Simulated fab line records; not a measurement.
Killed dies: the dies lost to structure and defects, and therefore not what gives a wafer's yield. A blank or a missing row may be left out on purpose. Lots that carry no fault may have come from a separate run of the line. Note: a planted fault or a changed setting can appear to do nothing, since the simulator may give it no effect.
fab line records	flow n5-finfet
[record] lots = 24	wafers = 72	last-day = 17
route steps=1938 shown BEOL_M14@1731 BEOL_M15@1818 MIM_BOT@1832 MIM_TOP_LITHO@1847
lots that met no fault: taken from a fault-free run of the same line
start-h: the number of hours between the record's first day and the start of the first shown wafer of the lot	wait-h: how many hours have passed since the lot's step before this one	" unchanged from the row above	L1.1+2: a row that stands for several wafers	- no value, or no start was given	* or withheld: withheld	< > ~ a bound
route shown NAME@n: names a module that has steps shown in the file, with the first one's number in the route	usual: average and standard deviation across the fault-free wafers	same: alike in all rows	chamber/n: place in a boat	sites: the reading at each site	_std_site: their standard deviation	_edge_site: outer sites' mean less inner sites'	radius-mm: how far each site lies from the wafer's centre	mask NAME#n: copy n	behind: the most recent tool/chamber to have shaped the wafer	hold: cause of the lot's hold/its duration in hours/its outcome	device: names the non-switching transistor (n, p or np)	end of line: tests run on the same wafers once the route is complete	for a step that has no rows: nothing shown but its recipe	killed: dies lost to structure and defects at the first sort, not the wafer's yield	map: shows each die of a wafer: x if killed, . if not, _ if none is there
set.NAME: the setting as run; set.NAME@STEP: as run at that earlier step	model.NAME: the simulator's own value behind a step, which no gauge read
a sample of lots followed through the steps of the route, with each step as a table and each wafer as a row
services: when a tool's chamber went out of use (start-h, in hours from the record's first day, below 0 if earlier), for how many hours, and the reason
[[steps]]
[step N5_BEOL_M14_VIA_ETCH_16]
[recipe] chemistry = C4F8/O2/Ar	target = SiO2	he-inner-torr = 15	he-outer-torr = 30	target-depth-a = 12313	time-s = withheld	ion-energy-ev = 800	pressure-mtorr = 20	source-w = 1905	bias-w = 2040	Ar_flow_sccm = 400	C4F8_flow_sccm = 16	O2_flow_sccm = 12	ends = cleared
[usual] O2_flow_sccm = 12.00/0.04	drypump-motor-current-A = 5.7/0.55	mfc-ar-sccm = 399.9/1.2	oes-product-au = 0.73/0.052	rf-vpp-V = 2223/18	showerhead-plenum-p-Torr = 3.45/0.13	throttle-valve-pct = 30.80/0.14
lot.wafer	tool	chamber	start-h	wait-h	O2_flow_sccm	drypump-motor-current-A	mfc-ar-sccm	oes-product-au	rf-vpp-V	showerhead-plenum-p-Torr	throttle-valve-pct
L074.4	rie-diel-06	3	224.33	0.0	12.00	5.1	401.8	0.77	2267	3.59	30.84
L074.5	"	1	"	"	12.03	6.7	400.4	0.70	2224	3.30	30.82
L074.6	"	0	"	"	11.96	5.3	401.6	0.79	2246	3.63	30.89
L075.2	rie-diel-01	2	244.24	0.0	11.99	6.4	399.2	0.79	2204	3.36	30.62
L075.3	"	3	"	"	12.00	5.7	400.7	0.73	2224	3.33	30.74
L075.4	"	2	"	"	11.99	6.4	400.5	0.80	2203	3.36	30.62
L077.2	rie-diel-01	1	246.00	0.0	11.98	5.3	398.9	0.60	2218	3.39	30.84
L077.4	"	3	"	"	11.97	5.7	401.4	0.73	2225	3.33	30.75
L077.5	"	1	"	"	11.97	5.3	398.2	0.60	2218	3.39	30.85
L076.1	rie-diel-06	3	249.38	0.0	11.89	5.1	401.1	0.74	2267	3.59	30.82
L076.3	"	1	"	"	12.03	6.6	398.5	0.70	2222	3.29	30.83
L076.4	"	2	"	"	12.08	5.4	400.7	0.76	2242	3.63	31.03
L078.1	rie-diel-06	1	259.89	0.0	12.04	6.7	399.4	0.69	2222	3.29	30.83
L078.2	"	3	"	"	12.04	5.1	400.5	0.74	2268	3.59	30.84
L078.4	"	2	"	"	12.01	5.5	400.8	0.77	2242	3.63	31.03
L080.1	rie-diel-01	2	273.04	0.0	11.95	6.4	399.4	0.78	2202	3.35	30.64
L080.5	"	3	"	"	12.01	5.7	400.8	0.72	2225	3.33	30.77
L080.6	"	0	"	"	11.95	6.1	398.2	0.89	2229	3.66	30.89
L079.2	rie-diel-06	0	273.17	0.0	12.02	5.3	399.8	0.76	2247	3.62	30.90
L079.3	"	3	"	"	11.95	5.2	400.4	0.75	2265	3.59	30.85
L079.5	"	1	"	"	11.99	6.6	399.7	0.69	2222	3.29	30.85
L081.2	rie-diel-06	1	273.83	0.0	12.05	6.6	398.0	0.69	2222	3.29	30.86
L081.3	"	2	"	"	12.02	5.4	399.5	0.78	2241	3.62	31.06
L081.5	"	1	"	"	12.08	6.7	399.4	0.69	2222	3.29	30.84
L082.1	rie-diel-02	0	288.30	0.0	11.91	5.9	397.4	0.71	2204	3.49	30.66
L082.4	"	3	"	"	11.98	4.8	400.1	0.70	2215	3.30	30.86
L082.6	"	0	"	"	11.93	5.8	399.0	0.72	2202	3.49	30.68
L083.1	rie-diel-02	3	296.55	0.0	12.01	4.7	401.2	0.69	2215	3.30	30.83
L083.2	"	1	"	"	12.00	5.6	398.1	0.72	2210	3.44	30.51
L083.5	"	3	"	"	12.03	4.8	398.8	0.70	2214	3.30	30.84
L084.1	rie-diel-02	0	303.42	0.0	12.01	5.8	398.8	0.72	2203	3.48	30.70
L084.2	"	3	"	"	11.97	4.7	400.9	0.70	2214	3.30	30.84
L084.4	"	0	"	"	11.91	5.8	400.4	0.71	2202	3.48	30.69
L085.2	rie-diel-02	0	304.94	0.0	12.05	5.8	400.0	0.72	2204	3.48	30.68
L085.5	"	3	"	"	11.96	4.8	399.9	0.71	2215	3.30	30.88
L085.6	"	0	"	"	12.04	5.8	400.5	0.72	2204	3.48	30.72
L086.1	rie-diel-01	3	323.06	0.0	12.00	5.7	399.2	0.70	2226	3.32	30.77
L086.3	"	2	"	"	11.96	6.4	400.6	0.75	2200	3.34	30.65
L086.4	"	0	"	"	12.05	6.1	398.2	0.83	2229	3.65	30.87
L087.3	rie-diel-01	3	324.14	0.0	12.02	5.7	397.6	0.71	2222	3.32	30.79
L087.4	"	2	"	"	12.04	6.4	401.7	0.76	2201	3.34	30.66
L087.6	"	0	"	"	11.96	6.1	397.5	0.82	2228	3.65	30.89
L088.3	rie-diel-02	3	328.86	0.0	12.05	4.7	402.3	0.69	2215	3.29	30.87
L088.5	"	3	"	"	12.03	4.8	400.6	0.68	2213	3.29	30.85
L088.6	"	1	"	"	11.99	5.6	400.1	0.71	2208	3.43	30.52
L089.4	rie-diel-01	1	334.94	0.0	12.03	5.3	399.0	0.85	2218	3.37	30.79
L089.5	"	3	"	"	12.00	5.7	401.5	0.71	2224	3.32	30.80
L089.6	"	2	"	"	11.94	6.4	399.1	0.76	2201	3.34	30.65
L090.3	rie-diel-02	0	336.09	0.1	11.98	5.8	400.1	0.70	2203	3.47	30.70
L090.5	"	1	"	"	12.03	5.6	398.2	0.71	2208	3.43	30.52
L090.6	"	0	"	"	11.99	5.8	399.8	0.70	2201	3.48	30.72
L092.1	rie-diel-06	0	350.41	0.0	12.00	5.3	401.2	0.74	2244	3.61	30.94
L092.3	"	1	"	"	11.94	6.7	401.1	0.67	2221	3.28	30.87
L092.6	"	0	"	"	11.94	5.3	401.7	0.73	2244	3.61	30.93
L094.1	rie-diel-06	2	352.26	0.0	11.96	5.5	396.6	0.74	2241	3.61	31.07
L094.2	"	1	"	"	11.98	6.6	399.2	0.67	2219	3.28	30.87
L094.6	"	1	"	"	12.01	6.7	400.1	0.67	2220	3.27	30.85
L093.2	rie-diel-06	2	354.55	0.0	12.00	5.4	400.7	0.73	2241	3.61	31.08
L093.4	"	0	"	"	11.94	5.3	398.5	0.73	2244	3.60	30.91
L093.6	"	0	"	"	11.99	5.3	400.7	0.73	2245	3.60	30.94
L091.1	rie-diel-02	0	363.09	0.0	12.06	5.8	399.2	0.69	2203	3.47	30.71
L091.4	"	2	"	"	12.02	5.8	401.4	0.70	2190	3.58	30.76
L091.5	"	2	"	"	12.06	5.8	400.6	0.71	2192	3.58	30.77
L095.1	rie-diel-02	2	373.70	0.0	12.02	5.8	399.0	0.69	2193	3.58	30.76
L095.5	"	3	"	"	12.02	4.7	400.4	0.67	2213	3.29	30.86
L095.6	"	0	"	"	11.98	5.8	400.7	0.69	2202	3.47	30.72
L096.1	rie-diel-06	0	387.26	0.0	11.98	5.3	398.6	0.71	2245	3.60	30.95
L096.2	"	2	"	"	11.98	5.4	400.4	0.73	2238	3.60	31.08
L096.6	"	0	"	"	12.00	5.3	400.5	0.72	2244	3.60	30.94
L097.1	rie-diel-01	3	387.39	0.0	12.03	5.7	398.7	0.69	2223	3.31	30.80
L097.3	"	2	"	"	12.02	6.3	399.5	0.74	2200	3.33	30.68
L097.5	"	0	"	"	11.97	6.1	398.6	0.79	2227	3.64	30.90
[step N5_BEOL_M14_CD_MEAS_28]
[recipe] target-cd-nm = 284.4	landing-energy-ev = 500	detector = se-inlens
[usual] cd-nm = 284.0/1.6
lot.wafer	tool	chamber	start-h	wait-h	cd-nm
L074.4	cd-sem-01	0	225.03	-	282.3
L074.5	"	0	"	"	280.3
L074.6	"	0	"	"	284.6
L075.2	cd-sem-03	0	244.92	-	285.6
L075.3	"	0	"	"	283.9
L075.4	"	0	"	"	285.5
L077.2	cd-sem-01	0	246.67	-	285.8
L077.4	"	0	"	"	284.4
L077.5	"	0	"	"	284.1
L076.1	cd-sem-03	0	250.05	-	282.9
L076.3	"	0	"	"	281.8
L076.4	"	0	"	"	286.3
L078.1	cd-sem-01	0	260.69	-	286.4
L078.2	"	0	"	"	285.1
L078.4	"	0	"	"	285.7
L080.1	cd-sem-03	0	273.84	-	287.9
L080.5	"	0	"	"	285.3
L080.6	"	0	"	"	285.0
L079.2	cd-sem-01	0	273.93	-	282.6
L079.3	"	0	"	"	284.5
L079.5	"	0	"	"	284.3
L081.2	cd-sem-01	0	274.64	-	285.2
L081.3	"	0	"	"	283.6
L081.5	"	0	"	"	283.5
L082.1	cd-sem-01	0	288.98	-	287.3
L082.4	"	0	"	"	286.7
L082.6	"	0	"	"	286.9
L083.1	cd-sem-01	0	297.23	-	284.0
L083.2	"	0	"	"	283.7
L083.5	"	0	"	"	283.0
L084.1	cd-sem-03	0	304.22	-	282.8
L084.2	"	0	"	"	281.3
L084.4	"	0	"	"	281.7
L085.2	cd-sem-02	0	305.74	-	283.9
L085.5	"	0	"	"	282.7
L085.6	"	0	"	"	281.5
L086.1	cd-sem-03	0	323.86	-	283.2
L086.3	"	0	"	"	286.5
L086.4	"	0	"	"	285.2
L087.3	cd-sem-01	0	324.82	-	284.3
L087.4	"	0	"	"	286.7
L087.6	"	0	"	"	284.6
L088.3	cd-sem-01	0	329.67	-	283.0
L088.5	"	0	"	"	283.6
L088.6	"	0	"	"	284.9
L089.4	cd-sem-03	0	335.74	-	283.3
L089.5	"	0	"	"	284.5
L089.6	"	0	"	"	282.3
L090.3	cd-sem-02	0	336.81	-	285.9
L090.5	"	0	"	"	287.0
L090.6	"	0	"	"	285.1
L092.1	cd-sem-02	0	351.20	-	282.4
L092.3	"	0	"	"	280.3
L092.6	"	0	"	"	285.3
L094.1	cd-sem-02	0	353.06	-	282.3
L094.2	"	0	"	"	283.2
L094.6	"	0	"	"	284.5
L093.2	cd-sem-03	0	355.23	-	281.7
L093.4	"	0	"	"	282.0
L093.6	"	0	"	"	283.4
L091.1	cd-sem-03	0	363.77	-	284.5
L091.4	"	0	"	"	284.6
L091.5	"	0	"	"	285.1
L095.1	cd-sem-03	0	374.50	-	285.3
L095.5	"	0	"	"	285.8
L095.6	"	0	"	"	284.6
L096.1	cd-sem-02	0	388.06	-	285.0
L096.2	"	0	"	"	282.1
L096.6	"	0	"	"	286.9
L097.1	cd-sem-01	0	388.09	-	283.1
L097.3	"	0	"	"	283.1
L097.5	"	0	"	"	283.6
[step N5_BEOL_M15_PRE_CLEAN_42]
[recipe] gas = H2/He	time-s = 30	temp-c = 300
[usual] heater-power-w = 457/42
lot.wafer	tool	chamber	start-h	wait-h	heater-power-w
L074.4	pvd-sputter-01	-	232.62	0.0	481
L074.5	"	-	"	"	504
L074.6	"	-	"	"	490
L075.2	pvd-sputter-02	-	254.84	0.0	446
L075.3	"	-	"	"	496
L075.4	"	-	"	"	444
L077.2	pvd-sputter-02	-	255.66	0.0	497
L077.4	"	-	"	"	453
L077.5	"	-	"	"	452
L076.1	pvd-sputter-03	-	259.74	0.0	485
L076.3	"	-	"	"	449
L076.4	"	-	"	"	424
L078.1	pvd-sputter-01	-	270.57	0.0	475
L078.2	"	-	"	"	499
L078.4	"	-	"	"	504
L079.2	pvd-sputter-03	-	293.97	0.0	453
L079.3	"	-	"	"	494
L079.5	"	-	"	"	350
L081.2	pvd-sputter-01	-	295.54	0.0	485
L081.3	"	-	"	"	504
L081.5	"	-	"	"	399
L080.1	pvd-sputter-01	-	295.86	0.0	505
L080.5	"	-	"	"	479
L080.6	"	-	"	"	493
L082.1	pvd-sputter-03	-	300.54	0.0	353
L082.4	"	-	"	"	497
L082.6	"	-	"	"	442
L083.1	pvd-sputter-02	-	308.07	0.0	444
L083.2	"	-	"	"	502
L083.5	"	-	"	"	449
L084.1	pvd-sputter-02	-	310.39	0.0	450
L084.2	"	-	"	"	467
L084.4	"	-	"	"	434
L085.2	pvd-sputter-01	-	317.65	0.0	502
L085.5	"	-	"	"	510
L085.6	"	-	"	"	385
L086.1	pvd-sputter-02	-	332.43	0.0	443
L086.3	"	-	"	"	452
L086.4	"	-	"	"	483
L087.3	pvd-sputter-01	-	337.51	0.0	490
L087.4	"	-	"	"	464
L087.6	"	-	"	"	386
L088.3	pvd-sputter-03	-	337.95	0.0	459
L088.5	"	-	"	"	492
L088.6	"	-	"	"	444
L089.4	pvd-sputter-02	-	344.80	0.0	456
L089.5	"	-	"	"	438
L089.6	"	-	"	"	450
L090.3	pvd-sputter-01	-	347.22	0.0	483
L090.5	"	-	"	"	386
L090.6	"	-	"	"	476
L092.1	pvd-sputter-03	-	361.04	0.0	417
L092.3	"	-	"	"	353
L092.6	"	-	"	"	486
L094.1	pvd-sputter-03	-	364.88	0.0	421
L094.2	"	-	"	"	482
L094.6	"	-	"	"	467
L093.2	pvd-sputter-01	-	364.91	0.0	395
L093.4	"	-	"	"	498
L093.6	"	-	"	"	489
L091.1	pvd-sputter-01	-	371.67	0.0	478
L091.4	"	-	"	"	493
L091.5	"	-	"	"	389
L095.1	pvd-sputter-01	-	384.34	0.0	387
L095.5	"	-	"	"	486
L095.6	"	-	"	"	511
L096.1	pvd-sputter-01	-	396.60	0.0	396
L096.2	"	-	"	"	502
L096.6	"	-	"	"	502
L097.1	pvd-sputter-01	-	397.16	0.0	507
L097.3	"	-	"	"	500
L097.5	"	-	"	"	481
[step N5_BEOL_M15_ANNEAL_48]
[recipe] temp-c = 225	time-s = 90	ambient = N2
[usual] wafer_temp_C_max = 225.73/0.24
lot.wafer	tool	chamber	start-h	wait-h	wafer_temp_C_max
L074.4	rtp-anneal-02	0	233.31	0.2	226.18
L074.5	"	0	"	"	225.95
L074.6	"	0	"	"	225.83
L075.2	rtp-anneal-01	0	255.44	0.2	225.38
L075.3	"	0	"	"	225.24
L075.4	"	0	"	"	225.70
L077.2	rtp-anneal-02	0	256.26	0.2	225.81
L077.4	"	0	"	"	225.71
L077.5	"	0	"	"	225.46
L076.1	rtp-anneal-01	0	260.30	0.2	225.56
L076.3	"	0	"	"	225.57
L076.4	"	0	"	"	225.60
L078.1	rtp-anneal-01	0	271.98	1.0	225.91
L078.2	"	0	"	"	225.80
L078.4	"	0	"	"	225.45
L079.2	rtp-anneal-02	0	294.60	0.2	226.00
L079.3	"	0	"	"	226.15
L079.5	"	0	"	"	225.99
L081.2	rtp-anneal-02	0	296.15	0.2	225.53
L081.3	"	0	"	"	225.55
L081.5	"	0	"	"	225.70
L080.1	rtp-anneal-02	0	296.44	0.2	226.37
L080.5	"	0	"	"	225.84
L080.6	"	0	"	"	225.47
L082.1	rtp-anneal-02	0	301.10	0.2	225.77
L082.4	"	0	"	"	225.51
L082.6	"	0	"	"	225.64
L083.1	rtp-anneal-01	0	308.63	0.2	225.46
L083.2	"	0	"	"	225.81
L083.5	"	0	"	"	226.09
L084.1	rtp-anneal-02	0	311.22	0.4	225.94
L084.2	"	0	"	"	225.86
L084.4	"	0	"	"	225.69
L085.2	rtp-anneal-01	0	318.33	0.3	225.59
L085.5	"	0	"	"	225.63
L085.6	"	0	"	"	225.65
L086.1	rtp-anneal-01	0	333.03	0.2	226.00
L086.3	"	0	"	"	225.77
L086.4	"	0	"	"	225.96
L087.3	rtp-anneal-02	0	338.16	0.2	226.01
L087.4	"	0	"	"	225.92
L087.6	"	0	"	"	225.93
L088.3	rtp-anneal-02	0	338.63	0.2	225.69
L088.5	"	0	"	"	225.91
L088.6	"	0	"	"	225.54
L089.4	rtp-anneal-01	0	345.49	0.2	225.65
L089.5	"	0	"	"	225.58
L089.6	"	0	"	"	225.54
L090.3	rtp-anneal-01	0	347.92	0.2	225.83
L090.5	"	0	"	"	225.74
L090.6	"	0	"	"	225.80
L092.1	rtp-anneal-02	0	363.02	0.2	225.41
L092.3	"	0	"	"	226.00
L092.6	"	0	"	"	225.50
L094.1	rtp-anneal-01	0	365.44	0.2	225.56
L094.2	"	0	"	"	225.82
L094.6	"	0	"	"	225.94
L093.2	rtp-anneal-02	0	365.75	0.3	226.00
L093.4	"	0	"	"	225.88
L093.6	"	0	"	"	226.09
L091.1	rtp-anneal-02	0	372.23	0.2	225.78
L091.4	"	0	"	"	225.66
L091.5	"	0	"	"	225.91
L095.1	rtp-anneal-01	0	385.62	0.9	225.92
L095.5	"	0	"	"	225.86
L095.6	"	0	"	"	225.52
L096.1	rtp-anneal-01	0	397.18	0.2	225.66
L096.2	"	0	"	"	225.92
L096.6	"	0	"	"	225.67
L097.1	rtp-anneal-01	0	397.72	0.2	225.40
L097.3	"	0	"	"	225.34
L097.5	"	0	"	"	225.27
[step N5_MIM_BOT_DEGAS_01]
[recipe] ambient = vacuum	temp-c = 300	time-s = 60
[usual] heater-power-w = 445/46
lot.wafer	tool	chamber	start-h	wait-h	heater-power-w
L074.4	pvd-sputter-03	-	236.30	1.4	426
L074.5	"	-	"	"	357
L074.6	"	-	"	"	436
L075.2	pvd-sputter-03	-	258.86	1.7	457
L075.3	"	-	"	"	487
L075.4	"	-	"	"	426
L077.2	pvd-sputter-03	-	259.26	1.3	449
L077.4	"	-	"	"	355
L077.5	"	-	"	"	467
L076.1	pvd-sputter-01	-	264.07	2.0	475
L076.3	"	-	"	"	398
L076.4	"	-	"	"	492
L078.1	pvd-sputter-01	-	273.79	0.0	395
L078.2	"	-	"	"	487
L078.4	"	-	"	"	482
L079.2	pvd-sputter-03	-	296.42	0.1	453
L079.3	"	-	"	"	493
L079.5	"	-	"	"	356
L081.2	pvd-sputter-03	-	297.90	0.0	506
L081.3	"	-	"	"	462
L081.5	"	-	"	"	415
L080.1	pvd-sputter-03	-	299.96	1.8	415
L080.5	"	-	"	"	495
L080.6	"	-	"	"	437
L082.1	pvd-sputter-02	-	304.57	1.7	450
L082.4	"	-	"	"	480
L082.6	"	-	"	"	471
L083.1	pvd-sputter-03	-	310.71	0.3	457
L083.2	"	-	"	"	498
L083.5	"	-	"	"	457
L084.1	pvd-sputter-01	-	313.84	0.9	399
L084.2	"	-	"	"	478
L084.4	"	-	"	"	484
L085.2	pvd-sputter-03	-	320.80	0.8	405
L085.5	"	-	"	"	364
L085.6	"	-	"	"	445
L086.1	pvd-sputter-01	-	336.45	1.7	466
L086.3	"	-	"	"	394
L086.4	"	-	"	"	389
L087.3	pvd-sputter-02	-	340.31	0.5	492
L087.4	"	-	"	"	457
L087.6	"	-	"	"	457
L088.3	pvd-sputter-02	-	340.63	0.3	462
L088.5	"	-	"	"	461
L088.6	"	-	"	"	460
L089.4	pvd-sputter-03	-	347.78	0.7	362
L089.5	"	-	"	"	488
L089.6	"	-	"	"	456
L090.3	pvd-sputter-02	-	350.05	0.5	456
L090.5	"	-	"	"	457
L090.6	"	-	"	"	461
L092.1	pvd-sputter-03	-	365.32	0.3	427
L092.3	"	-	"	"	478
L092.6	"	-	"	"	361
L094.1	pvd-sputter-02	-	367.58	0.4	466
L094.2	"	-	"	"	492
L094.6	"	-	"	"	498
L093.2	pvd-sputter-03	-	367.74	0.1	377
L093.4	"	-	"	"	446
L093.6	"	-	"	"	497
L091.1	pvd-sputter-03	-	374.70	0.7	427
L091.4	"	-	"	"	481
L091.5	"	-	"	"	362
L095.1	pvd-sputter-03	-	387.48	0.1	422
L095.5	"	-	"	"	358
L095.6	"	-	"	"	415
L096.1	pvd-sputter-02	-	400.67	1.7	451
L096.2	"	-	"	"	508
L096.6	"	-	"	"	496
L097.1	pvd-sputter-03	-	400.78	1.3	496
L097.3	"	-	"	"	449
L097.5	"	-	"	"	476
[step N5_MIM_TOP_LITHO_CD_MEAS_08]
[recipe] target-cd-nm = 2000	landing-energy-ev = 500	detector = se-inlens
[usual] cd-nm = 2000.3/2.1
lot.wafer	tool	chamber	start-h	wait-h	cd-nm
L074.4	cd-sem-03	0	238.17	-	2000.6
L074.5	"	0	"	"	2000.9
L074.6	"	0	"	"	1998.1
L075.2	cd-sem-03	0	260.87	-	2001.0
L075.3	"	0	"	"	2000.9
L075.4	"	0	"	"	2002.6
L077.2	cd-sem-03	0	261.11	-	2002.5
L077.4	"	0	"	"	2002.3
L077.5	"	0	"	"	2001.5
L076.1	cd-sem-02	0	266.09	-	1998.6
L076.3	"	0	"	"	1998.6
L076.4	"	0	"	"	2001.0
L078.1	cd-sem-01	0	276.54	-	1999.6
L078.2	"	0	"	"	2000.1
L078.4	"	0	"	"	1996.6
L079.2	cd-sem-02	0	297.53	-	2001.6
L079.3	"	0	"	"	1997.0
L079.5	"	0	"	"	1997.8
L081.2	cd-sem-02	0	300.74	-	1998.5
L081.3	"	0	"	"	2001.9
L081.5	"	0	"	"	1998.3
L080.1	cd-sem-01	0	301.82	-	1999.0
L080.5	"	0	"	"	2002.3
L080.6	"	0	"	"	1999.7
L082.1	cd-sem-02	0	305.72	-	2002.5
L082.4	"	0	"	"	2002.5
L082.6	"	0	"	"	2000.7
L083.1	cd-sem-03	0	313.44	-	1999.7
L083.2	"	0	"	"	2001.1
L083.5	"	0	"	"	2002.7
L084.1	cd-sem-01	0	317.19	-	2000.3
L084.2	"	0	"	"	1997.7
L084.4	"	0	"	"	1999.3
L085.2	cd-sem-01	0	324.04	-	2004.2
L085.5	"	0	"	"	2003.5
L085.6	"	0	"	"	2000.7
L086.1	cd-sem-01	0	337.70	-	2000.4
L086.3	"	0	"	"	1999.5
L086.4	"	0	"	"	2003.2
L087.3	cd-sem-01	0	341.33	-	2000.8
L087.4	"	0	"	"	1998.1
L087.6	"	0	"	"	1999.3
L088.3	cd-sem-02	0	341.68	-	1997.7
L088.5	"	0	"	"	2001.5
L088.6	"	0	"	"	1998.9
L089.4	cd-sem-03	0	349.96	-	1999.7
L089.5	"	0	"	"	2000.6
L089.6	"	0	"	"	1999.6
L090.3	cd-sem-02	0	352.87	-	2002.0
L090.5	"	0	"	"	1999.6
L090.6	"	0	"	"	2000.1
L092.1	cd-sem-02	0	367.71	-	1996.9
L092.3	"	0	"	"	1997.2
L092.6	"	0	"	"	1999.1
L094.1	cd-sem-02	0	368.65	-	2003.5
L094.2	"	0	"	"	2002.8
L094.6	"	0	"	"	2001.0
L093.2	cd-sem-01	0	368.78	-	1998.2
L093.4	"	0	"	"	2001.8
L093.6	"	0	"	"	1997.5
L091.1	cd-sem-02	0	376.57	-	2002.0
L091.4	"	0	"	"	2000.2
L091.5	"	0	"	"	2000.7
L095.1	cd-sem-02	0	388.63	-	2003.1
L095.5	"	0	"	"	2004.0
L095.6	"	0	"	"	2003.2
L096.1	cd-sem-01	0	404.24	-	1995.8
L096.2	"	0	"	"	1998.5
L096.6	"	0	"	"	1997.1
L097.1	cd-sem-01	0	404.49	-	2002.6
L097.3	"	0	"	"	2002.6
L097.5	"	0	"	"	2003.5
[[services]]
tool	chamber	start-h	hours	kind
rie-diel-06	3	219.51	1.4	repair
rie-diel-01	0	239.19	-	clean
rie-diel-01	0	239.19	-	consumable-replace:focus-ring
rie-diel-01	0	239.19	-	consumable-replace:showerhead
rie-diel-01	0	239.19	32.1	scheduled-down
rie-diel-01	0	239.19	32.1	vent-cycle
rie-diel-02	1	259.35	18.6	repair
rie-diel-01	1	271.35	-	clean
rie-diel-01	1	271.35	-	consumable-replace:focus-ring
rie-diel-01	1	271.35	14.4	scheduled-down
rie-diel-01	1	271.35	14.4	vent-cycle
pvd-sputter-03	-	328.74	2.3	repair
rie-diel-02	3	329.31	13.5	repair
rie-diel-06	-	358.14	0.3	repair
pvd-sputter-01	-	359.72	0.6	repair
rie-diel-01	1	368.16	6.0	repair
rie-diel-02	1	382.68	3.1	repair
rie-diel-01	3	400.26	16.0	repair
[[key]]
fault none
